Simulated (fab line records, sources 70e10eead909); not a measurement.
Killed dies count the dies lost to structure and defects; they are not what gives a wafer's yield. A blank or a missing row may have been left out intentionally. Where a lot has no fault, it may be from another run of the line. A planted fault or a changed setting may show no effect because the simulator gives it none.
fab line records	flow nandHarc	part 1 of 2: steps 1 to 23 of 32
record lots=5	wafers=15	lastDay=24
route steps=1159 shown P_M0@278 P_M1@285
lots with no fault: from the same line, run without faults
startH: the number of hours between the record's first day and the start of the first shown wafer of the lot	waitH: hours since the lot's step before	" same as the row above	L1.1+2: a single row standing in for several wafers	- no value, or no start was given	* or withheld: withheld	< > ~ a bound
route shown NAME@n: a module of which the file shows steps, and the number in the route of the first	usual: the fault-free wafers' mean and standard deviation	same: alike in all rows	chamber/n: place in a boat	sites: per-site readings	_std_site: the standard deviation of these	_edge_site: outer sites' mean less inner sites'	radiusMm: for every site, how far away it sits from the centre of the wafer	mask NAME#n: copy n	behind: the tool/chamber that last shaped the wafer	hold: why the lot went on hold/how many hours it stayed there/how the hold came to an end	device: the transistor (n, p or np) that didn't switch	end of line: tests run on the same wafers once the route is complete	where a step has no rows: the recipe by itself	killed: the dies lost at the first sort to structure and to defects; this is not the yield of the wafer	map: a wafer's dies, x killed, . not, _ none there
set.NAME: the setting as run; set.NAME@STEP: as run at that earlier step	model.NAME: the simulator's own value behind a step, which no gauge read
a table for each step, a row for each wafer; lots at some steps of the route
services: a tool's chamber out of use, with start hour (startH, from the record's first day; less than 0 if before it), hours out, and reason
## steps
# step NHARC_P_M0_CMP_23
# recipe tOverpolishS=20	targetThkNm=117.53
# usual edgeZonePressureFrac=1.000/0.0049	motorCurrentA=13.0/1.5	timeToEndpointS=28.5/2
lot.wafer	tool	chamber	startH	waitH	edgeZonePressureFrac	motorCurrentA	timeToEndpointS
L078.1	cmp-03	3	141.76	-	1.010	13.7	29.3
L078.2	"	0	"	"	1.001	15.7	28.0
L078.6	"	1	"	"	1.003	13.8	27.1
L077.1	cmp-03	0	146.66	-	1.001	15.4	28.1
L077.4	"	1	"	"	1.006	13.8	29.0
L077.2	"	2	"	"	0.996	10.7	27.1
L091.2	cmp-01	2	218.18	-	0.998	11.3	27.8
L091.3	"	3	"	"	1.009	12.5	32.7
L091.4	"	0	"	"	0.998	13.8	28.2
L090.2	cmp-03	0	219.19	-	1.002	14.6	25.6
L090.4	"	1	"	"	0.996	13.8	29.8
L090.6	"	2	"	"	1.003	10.9	26.3
L097.1	cmp-03	3	260.46	-	0.990	12.9	29.3
L097.4	"	1	"	"	1.006	13.4	31.8
L097.6	"	2	"	"	1.003	10.3	29.0
# step NHARC_P_M0_THK_MEAS_24
# recipe thkMeasGauge=xrf
# usual thkNm=117.3/1.2
lot.wafer	tool	chamber	startH	waitH	thkNm
L078.1	filmMetro-02	-	142.02	-	117.2
L078.2	"	-	"	"	117.9
L078.6	"	-	"	"	118.8
L077.1	filmMetro-01	-	146.95	-	117.8
L077.2	"	-	"	"	118.3
L077.4	"	-	"	"	118.7
L091.2	filmMetro-01	-	218.50	-	116.3
L091.3	"	-	"	"	117.2
L091.4	"	-	"	"	115.6
L090.2	filmMetro-02	-	219.45	-	117.0
L090.4	"	-	"	"	114.8
L090.6	"	-	"	"	117.2
L097.1	filmMetro-01	-	260.75	-	117.1
L097.4	"	-	"	"	115.8
L097.6	"	-	"	"	116.0
# step NHARC_P_M0_SRD_25
lot.wafer	tool	chamber	startH	waitH
L078.6+1+2	wetBench-10	2,4,5	142.06	0.0
L077.2+4+1	wetBench-10	2,6,7	147.00	0.0
L091.3+2+4	wetBench-10	6,0,2	218.54	0.0
L090.4+2+6	wetBench-10	6,0,1	219.50	0.0
L097.6+4+1	wetBench-08	3,5,7	260.79	0.0
# step NHARC_P_M0_INSPECT_27
# usual rawDefectCount=314/150
lot.wafer	tool	chamber	startH	waitH	rawDefectCount
L078.1	defectInspect-02	-	142.21	0.0	244
L078.2	"	-	"	"	198
L078.6	"	-	"	"	141
L077.1	defectInspect-01	-	147.11	0.0	216
L077.2	"	-	"	"	249
L077.4	"	-	"	"	221
L091.2	defectInspect-02	-	218.65	0.0	270
L091.3	"	-	"	"	254
L091.4	"	-	"	"	137
L090.2	defectInspect-01	-	219.61	0.0	444
L090.4	"	-	"	"	234
L090.6	"	-	"	"	304
L097.1	defectInspect-01	-	260.91	0.0	243
L097.4	"	-	"	"	317
L097.6	"	-	"	"	211
# step NHARC_P_M0_PRE_CLEAN_31
# recipe timeS=12	tempC=370	rfPowerW=300	gas=NH3
# usual heaterPowerW=655/52
lot.wafer	tool	chamber	startH	waitH	heaterPowerW
L078.2	pecvd-04	1	142.28	0.1	680
L078.1	"	0	"	"	659
L078.6	"	0	"	"	642
L077.1	pecvd-03	2	147.19	0.1	687
L077.2	"	0	"	"	678
L077.4	"	1	"	"	600
L091.3	pecvd-01	2	218.73	0.1	609
L091.2	"	0	"	"	620
L091.4	"	1	"	"	714
L090.2	pecvd-03	1	219.70	0.1	689
L090.6	"	0	"	"	595
L090.4	"	1	"	"	681
L097.1	pecvd-04	2	260.98	0.1	629
L097.4	"	2	"	"	610
L097.6	"	0	"	"	662
# step NHARC_P_M0_DEP_32
# recipe targetThkA=300	tempC=370	targetThkNm=30	pressureTorr=3	flowSccm=200	rfW=450	material=SiCN
# usual heaterPowerW=608/51	showerheadVppV=1293/60
lot.wafer	tool	chamber	startH	waitH	heaterPowerW	showerheadVppV
L078.2	pecvd-04	1	142.40	0.1	632	1349
L078.1	"	0	"	"	511	1238
L078.6	"	0	"	"	500	1261
L077.1	pecvd-03	2	147.30	0.1	586	1285
L077.2	"	0	"	"	583	1291
L077.4	"	1	"	"	632	1339
L091.3	pecvd-01	2	218.84	0.1	518	1176
L091.2	"	0	"	"	615	1203
L091.4	"	1	"	"	659	1338
L090.2	pecvd-03	1	219.84	0.1	628	1330
L090.6	"	0	"	"	640	1320
L090.4	"	1	"	"	636	1346
L097.1	pecvd-04	2	261.06	0.1	657	1326
L097.4	"	2	"	"	667	1328
L097.6	"	0	"	"	589	1251
# step NHARC_P_M1_DEP_00
# recipe targetThkA=1825	targetThkNm=182.5	tempC=withheld	pressureTorr=5	flowSccm=200	rfW=600	material=SiOC
# usual showerheadVppV=1481/77
lot.wafer	tool	chamber	startH	waitH	showerheadVppV
L078.2	pecvd-01	0	142.99	0.5	1357
L078.1	"	1	"	"	1562
L078.6	"	2	"	"	1314
L077.1	pecvd-04	2	147.68	-	1540
L077.2	"	0	"	"	1449
L077.4	"	2	"	"	1544
L091.2	pecvd-04	0	219.21	-	1450
L091.3	"	2	"	"	1553
L091.4	"	0	"	"	1439
L090.2	pecvd-01	0	220.22	-	1408
L090.4	"	2	"	"	1311
L090.6	"	1	"	"	1549
L097.1	pecvd-03	0	261.52	-	1489
L097.4	"	2	"	"	1504
L097.6	"	0	"	"	1512
# step NHARC_P_M1_DEHYDRATE_01
# recipe tempC=150	timeS=120
# usual exhaustPa=45.1/0.96	heaterPowerTotalW=182.6/1.3
lot.wafer	tool	chamber	startH	waitH	exhaustPa	heaterPowerTotalW
L078.1	lithoTrack-06	0	143.35	-	46.3	182.4
L078.2	"	0	"	"	44.7	180.6
L078.6	"	0	"	"	44.7	182.9
L077.1	lithoTrack-01	0	148.08	-	46.3	182.6
L077.2	"	0	"	"	44.9	183.2
L077.4	"	0	"	"	44.8	184.1
L091.2	lithoTrack-01	0	219.61	-	43.1	181.0
L091.3	"	0	"	"	43.7	183.1
L091.4	"	0	"	"	43.5	181.9
L090.2	lithoTrack-06	0	220.58	-	42.7	183.8
L090.4	"	0	"	"	44.1	183.5
L090.6	"	0	"	"	44.2	184.9
L097.1	lithoTrack-04	0	261.87	-	44.6	182.4
L097.4	"	0	"	"	46.2	181.3
L097.6	"	0	"	"	45.2	183.0
# step NHARC_P_M1_HMDS_02
# recipe timeS=30
# usual exhaustPa=45.0/0.84
lot.wafer	tool	chamber	startH	waitH	exhaustPa
L078.1	lithoTrack-06	0	-	-	46.2
L078.2	"	0	"	"	46.2
L078.6	"	0	"	"	46.0
L077.1	lithoTrack-01	0	-	-	44.8
L077.2	"	0	"	"	44.2
L077.4	"	0	"	"	44.5
L091.2	lithoTrack-01	0	-	-	45.2
L091.3	"	0	"	"	45.1
L091.4	"	0	"	"	46.1
L090.2	lithoTrack-06	0	-	-	44.3
L090.4	"	0	"	"	44.3
L090.6	"	0	"	"	43.9
L097.1	lithoTrack-04	0	-	-	45.8
L097.4	"	0	"	"	46.1
L097.6	"	0	"	"	46.9
# step NHARC_P_M1_COAT_34
# recipe tempC=200	timeS=65
# usual exhaustPa=44.8/0.86	heaterPowerTotalW=386.3/1.3
lot.wafer	tool	chamber	startH	waitH	exhaustPa	heaterPowerTotalW
L078.1	lithoTrack-06	0	-	-	46.3	384.5
L078.2	"	0	"	"	44.4	386.0
L078.6	"	0	"	"	45.0	385.3
L077.1	lithoTrack-01	0	-	-	45.3	386.8
L077.2	"	0	"	"	45.1	386.0
L077.4	"	0	"	"	44.2	387.5
L091.2	lithoTrack-01	0	-	-	45.2	386.9
L091.3	"	0	"	"	45.3	384.8
L091.4	"	0	"	"	45.5	387.1
L090.2	lithoTrack-06	0	-	-	46.1	386.8
L090.4	"	0	"	"	44.5	388.0
L090.6	"	0	"	"	44.3	386.5
L097.1	lithoTrack-04	0	-	-	44.1	384.7
L097.4	"	0	"	"	43.9	387.4
L097.6	"	0	"	"	43.4	388.0
# step NHARC_P_M1_COAT_03
# recipe spinRpm=1500	resistThkNm=90
# usual exhaustPa=44.8/0.8
lot.wafer	tool	chamber	startH	waitH	exhaustPa
L078.1	lithoTrack-06	0	-	-	44.6
L078.2	"	0	"	"	44.5
L078.6	"	0	"	"	44.8
L077.1	lithoTrack-01	0	-	-	44.8
L077.2	"	0	"	"	44.0
L077.4	"	0	"	"	46.0
L091.2	lithoTrack-01	0	-	-	43.6
L091.3	"	0	"	"	45.5
L091.4	"	0	"	"	45.0
L090.2	lithoTrack-06	0	-	-	44.4
L090.4	"	0	"	"	44.7
L090.6	"	0	"	"	45.1
L097.1	lithoTrack-04	0	-	-	45.1
L097.4	"	0	"	"	44.4
L097.6	"	0	"	"	43.9
# step NHARC_P_M1_SOFTBAKE_04
# recipe tempC=105	timeS=55
# usual exhaustPa=45.0/1	heaterPowerTotalW=188.46/0.15
lot.wafer	tool	chamber	startH	waitH	exhaustPa	heaterPowerTotalW
L078.1	lithoTrack-06	0	-	-	45.2	188.75
L078.2	"	0	"	"	46.3	188.41
L078.6	"	0	"	"	44.0	188.35
L077.1	lithoTrack-01	0	-	-	46.0	188.47
L077.2	"	0	"	"	45.9	188.34
L077.4	"	0	"	"	44.9	188.26
L091.2	lithoTrack-01	0	-	-	46.9	188.31
L091.3	"	0	"	"	44.9	188.32
L091.4	"	0	"	"	45.2	188.68
L090.2	lithoTrack-06	0	-	-	44.7	188.32
L090.4	"	0	"	"	44.2	188.41
L090.6	"	0	"	"	46.1	188.53
L097.1	lithoTrack-04	0	-	-	42.7	188.76
L097.4	"	0	"	"	44.0	188.46
L097.6	"	0	"	"	43.8	188.39
# step NHARC_P_M1_EBR_05
# usual exhaustPa=44.7/0.8
lot.wafer	tool	chamber	startH	waitH	exhaustPa
L078.1	lithoTrack-06	0	-	-	45.9
L078.2	"	0	"	"	45.1
L078.6	"	0	"	"	45.6
L077.1	lithoTrack-01	0	-	-	44.3
L077.2	"	0	"	"	44.2
L077.4	"	0	"	"	44.2
L091.2	lithoTrack-01	0	-	-	44.5
L091.3	"	0	"	"	45.4
L091.4	"	0	"	"	45.0
L090.2	lithoTrack-06	0	-	-	44.7
L090.4	"	0	"	"	44.8
L090.6	"	0	"	"	44.6
L097.1	lithoTrack-04	0	-	-	45.2
L097.4	"	0	"	"	43.4
L097.6	"	0	"	"	43.9
# step NHARC_P_M1_EXPOSE_06
# recipe na=1.35	targetCdNm=130	doseMj=81.88	maskId=P_M1
# same na=1.35
lot.wafer	tool	chamber	startH	waitH	mask
L078.1+2+6	arfiScanner-01	0	143.64	-	P_M1#0
L077.1+2+4	arfiScanner-01	0	148.25	-	P_M1#0
L091.2+3+4	arfiScanner-02	0	219.91	-	P_M1#0
L090.2+4+6	arfiScanner-02	0	220.75	-	P_M1#0
L097.1+4+6	arfiScanner-01	0	262.16	-	P_M1#0
# step NHARC_P_M1_PEB_07
# recipe pebTempC=100	pebTimeS=65
# usual exhaustPa=45.1/0.94	heaterPowerTotalW=156.6/0.42
# same pebTimeS=65
lot.wafer	tool	chamber	startH	waitH	exhaustPa	heaterPowerTotalW
L078.1	lithoTrack-06	0	143.70	0.1	45.1	156.1
L078.2	"	0	"	"	44.3	156.5
L078.6	"	0	"	"	44.8	157.0
L077.1	lithoTrack-04	0	148.31	0.1	45.4	157.0
L077.2	"	0	"	"	45.5	157.0
L077.4	"	0	"	"	45.3	157.2
L091.2	lithoTrack-01	0	219.97	0.1	44.9	156.3
L091.3	"	0	"	"	45.0	156.1
L091.4	"	0	"	"	45.4	157.2
L090.2	lithoTrack-01	0	220.80	0.1	43.7	157.0
L090.4	"	0	"	"	43.4	157.0
L090.6	"	0	"	"	45.0	157.2
L097.1	lithoTrack-01	0	262.22	0.1	45.6	157.0
L097.4	"	0	"	"	45.1	156.9
L097.6	"	0	"	"	44.4	156.3
# step NHARC_P_M1_DEVELOP_08
# recipe developTimeS=35	devTempC=23
# usual exhaustPa=44.9/0.87
lot.wafer	tool	chamber	startH	waitH	exhaustPa
L078.1	lithoTrack-06	0	-	-	43.5
L078.2	"	0	"	"	45.3
L078.6	"	0	"	"	44.1
L077.1	lithoTrack-04	0	-	-	45.2
L077.2	"	0	"	"	43.8
L077.4	"	0	"	"	44.9
L091.2	lithoTrack-01	0	-	-	44.8
L091.3	"	0	"	"	45.2
L091.4	"	0	"	"	45.5
L090.2	lithoTrack-01	0	-	-	43.6
L090.4	"	0	"	"	45.0
L090.6	"	0	"	"	44.3
L097.1	lithoTrack-01	0	-	-	44.4
L097.4	"	0	"	"	45.1
L097.6	"	0	"	"	45.5
# step NHARC_P_M1_CD_MEAS_09
# recipe targetCdNm=130	landingEnergyEv=500
# usual cdNm=130.0/0.52
lot.wafer	tool	chamber	startH	waitH	cdNm
L078.1	cdSem-03	0	143.78	-	129.9
L078.2	"	0	"	"	129.8
L078.6	"	0	"	"	130.0
L077.1	cdSem-03	0	148.39	-	130.5
L077.2	"	0	"	"	130.8
L077.4	"	0	"	"	130.1
L091.2	cdSem-01	0	220.05	-	129.9
L091.3	"	0	"	"	129.8
L091.4	"	0	"	"	130.0
L090.2	cdSem-03	0	220.88	-	130.2
L090.4	"	0	"	"	129.7
L090.6	"	0	"	"	129.6
L097.1	cdSem-03	0	262.30	-	129.3
L097.4	"	0	"	"	129.8
L097.6	"	0	"	"	129.7
# step NHARC_P_M1_OVL_MEAS_10
# recipe pitchNm=260
# usual overlayXNm=0.0/0.96	overlayYNm=-0.2/0.66
lot.wafer	tool	chamber	startH	waitH	overlayXNm	overlayYNm
L078.1	overlay-01	-	143.88	-	1.0	-1.0
L078.2	"	-	"	"	1.2	-1.1
L078.6	"	-	"	"	0.7	-1.0
L077.1	overlay-01	-	148.48	-	-0.6	-0.1
L077.2	"	-	"	"	-0.4	0.5
L077.4	"	-	"	"	-0.3	0.0
L091.2	overlay-01	-	220.14	-	-1.6	-0.2
L091.3	"	-	"	"	0.0	-0.7
L091.4	"	-	"	"	-0.6	0.2
L090.2	overlay-01	-	220.97	-	1.1	-0.6
L090.4	"	-	"	"	0.7	-0.9
L090.6	"	-	"	"	1.0	-0.6
L097.1	overlay-02	-	262.39	-	-1.8	-0.4
L097.4	"	-	"	"	-0.9	-0.7
L097.6	"	-	"	"	-1.6	-0.5
# step NHARC_P_M1_INSPECT_11
# usual rawDefectCount=4.0/2.7
lot.wafer	tool	chamber	startH	waitH	rawDefectCount
L078.1	defectInspect-01	-	143.91	0.0	0
L078.2	"	-	"	"	2
L078.6	"	-	"	"	4
L077.1	defectInspect-01	-	148.51	0.0	2
L077.2	"	-	"	"	2
L077.4	"	-	"	"	2
L091.2	defectInspect-01	-	220.18	0.0	3
L091.3	"	-	"	"	6
L091.4	"	-	"	"	5
L090.2	defectInspect-01	-	221.01	0.0	6
L090.4	"	-	"	"	5
L090.6	"	-	"	"	2
L097.1	defectInspect-02	-	262.44	0.1	3
L097.4	"	-	"	"	2
L097.6	"	-	"	"	1
# step NHARC_P_M1_DESCUM_14
# recipe timeS=3	o2FlowSccm=200	arFlowSccm=0	biasPowerW=0	chemistry=O2
# usual chamberPressureMTorr=60.00/0.054	drypumpMotorCurrentA=5.7/0.55	oesProductAu=1.002/0.0085	rfVppV=58.0/0.85	showerheadPlenumPTorr=1.97/0.077	throttleValvePct=11.311/0.0097
lot.wafer	tool	chamber	startH	waitH	chamberPressureMTorr	drypumpMotorCurrentA	oesProductAu	rfHoursCounterH	rfVppV	showerheadPlenumPTorr	throttleValvePct
L078.1	rieDiel-09	2	143.99	0.1	60.05	5.4	1.001	4	57.4	1.84	11.317
L078.2	"	0	"	"	60.01	5.1	1.009	3	58.7	2.04	11.307
L078.6	"	2	"	"	60.03	5.4	1.002	-	57.6	1.84	11.300
L077.1	rieDiel-08	0	148.58	0.1	59.90	6.4	0.997	1	58.8	2.05	11.308
L077.2	"	2	"	"	60.12	6.2	0.990	1	58.5	2.07	11.320
L077.4	"	3	"	"	59.95	5.9	0.997	1	57.3	1.95	11.299
L091.2	rieDiel-05	3	220.24	0.1	59.97	5.4	0.997	2	58.6	1.95	11.311
L091.4	"	0	"	"	60.04	6.1	1.004	3	58.1	1.93	11.294
L091.3	"	2	"	"	59.96	5.6	1.000	3	59.8	2.01	11.304
L090.2	rieDiel-09	0	221.07	0.1	59.92	5.1	1.014	9	58.0	2.04	11.323
L090.4	"	1	"	"	59.97	5.8	0.995	9	57.5	1.85	11.305
L090.6	"	1	"	"	60.05	5.8	1.014	-	56.8	1.85	11.301
L097.1	rieDiel-08	0	262.50	0.1	60.00	6.4	0.984	4	58.8	2.05	11.309
L097.4	"	2	"	"	60.02	6.2	0.993	4	58.7	2.07	11.312
L097.6	"	1	"	"	60.04	6.5	1.002	-	58.1	2.00	11.316
# step NHARC_P_M1_ETCH_35
# recipe targetDepthA=400	overetchA=120	timeS=43.94	ionEnergyEv=200	n2FlowSccm=150	h2FlowSccm=150	arFlowSccm=0	rfW=400	biasW=150	chemistry=N2/H2
# usual chamberPressureMTorr=30.002/0.024	drypumpMotorCurrentA=5.7/0.53	oesProductAu=1.001/0.0074	rfVppV=432.0/2.4	showerheadPlenumPTorr=2.09/0.086	throttleValvePct=14.170/0.0091
lot.wafer	tool	chamber	startH	waitH	chamberPressureMTorr	drypumpMotorCurrentA	oesProductAu	rfHoursCounterH	rfVppV	showerheadPlenumPTorr	throttleValvePct
L078.2	rieDiel-09	1	144.08	0.1	29.975	5.8	1.003	3	430.2	1.98	14.191
L078.1	"	2	"	"	30.004	5.4	1.011	4	427.7	1.96	14.161
L078.6	"	0	"	"	30.027	5.1	1.009	-	435.2	2.18	14.161
L077.2	rieDiel-08	3	148.67	0.1	30.027	5.9	1.015	1	430.3	2.08	14.153
L077.1	"	0	"	"	29.995	6.4	1.006	1	434.8	2.19	14.158
L077.4	"	1	"	"	29.996	6.5	1.008	1	433.4	2.14	14.171
L091.4	rieDiel-05	0	220.32	0.1	30.011	6.1	1.000	3	431.5	2.06	14.155
L091.3	"	2	"	"	29.978	5.6	1.005	3	432.6	2.14	14.172
L091.2	"	3	"	"	30.036	5.4	0.995	2	431.8	2.08	14.169
L090.4	rieDiel-09	0	221.15	0.1	29.999	5.1	1.018	9	434.4	2.18	14.167
L090.2	"	1	"	"	30.024	5.7	1.010	9	428.0	1.97	14.183
L090.6	"	0	"	"	30.022	5.2	1.009	-	434.2	2.18	14.178
L097.4	rieDiel-08	3	262.59	0.1	29.981	5.9	0.995	4	432.1	2.08	14.169
L097.1	"	2	"	"	30.030	6.2	0.991	4	435.3	2.21	14.174
L097.6	"	3	"	"	29.969	5.9	0.994	-	431.8	2.08	14.171
# step NHARC_P_M1_ETCH_15
# recipe targetDepthA=1825	timeS=91.2	c4f8FlowSccm=withheld	arFlowSccm=400	rfW=600	biasW=300	chemistry=C4F8/Ar
# usual chamberPressureMTorr=25.001/0.021	oesProductAu=0.954/0.022	rfVppV=442.4/2.5
lot.wafer	tool	chamber	startH	waitH	chamberPressureMTorr	oesProductAu	rfHoursCounterH	rfVppV
L078.1	rieDiel-09	1	-	-	25.002	0.961	3	438.3
L078.2	"	2	"	"	25.005	0.965	4	439.0
L078.6	"	2	"	"	24.986	0.957	-	439.9
L077.1	rieDiel-08	0	-	-	24.988	0.970	1	445.6
L077.2	"	1	"	"	24.984	0.978	1	443.2
L077.4	"	3	"	"	25.016	0.988	1	443.7
L091.4	rieDiel-05	1	-	-	24.952	0.997	3	442.0
L091.3	"	2	"	"	25.005	0.994	3	444.1
L091.2	"	0	"	"	24.996	0.962	3	439.8
L090.4	rieDiel-09	0	-	-	25.021	0.938	9	444.4
L090.2	"	2	"	"	25.024	0.925	9	439.1
L090.6	"	0	"	"	25.036	0.925	-	443.1
L097.4	rieDiel-08	3	-	-	24.970	0.964	4	441.1
L097.1	"	1	"	"	24.994	0.967	3	443.2
L097.6	"	2	"	"	24.985	0.970	-	446.9
# step NHARC_P_M1_CD_MEAS_16
# usual cdNm=129.9/0.62
lot.wafer	tool	chamber	startH	waitH	cdNm
L078.1	cdSem-03	-	144.32	-	130.0
L078.2	"	-	"	"	129.5
L078.6	"	-	"	"	129.8
L077.1	cdSem-02	-	148.88	-	130.5
L077.2	"	-	"	"	129.7
L077.4	"	-	"	"	129.7
L091.2	cdSem-02	-	220.54	-	129.1
L091.3	"	-	"	"	129.8
L091.4	"	-	"	"	129.8
L090.2	cdSem-03	-	221.38	-	129.5
L090.4	"	-	"	"	129.5
L090.6	"	-	"	"	129.3
L097.1	cdSem-03	-	262.81	-	129.6
L097.4	"	-	"	"	129.8
L097.6	"	-	"	"	130.5
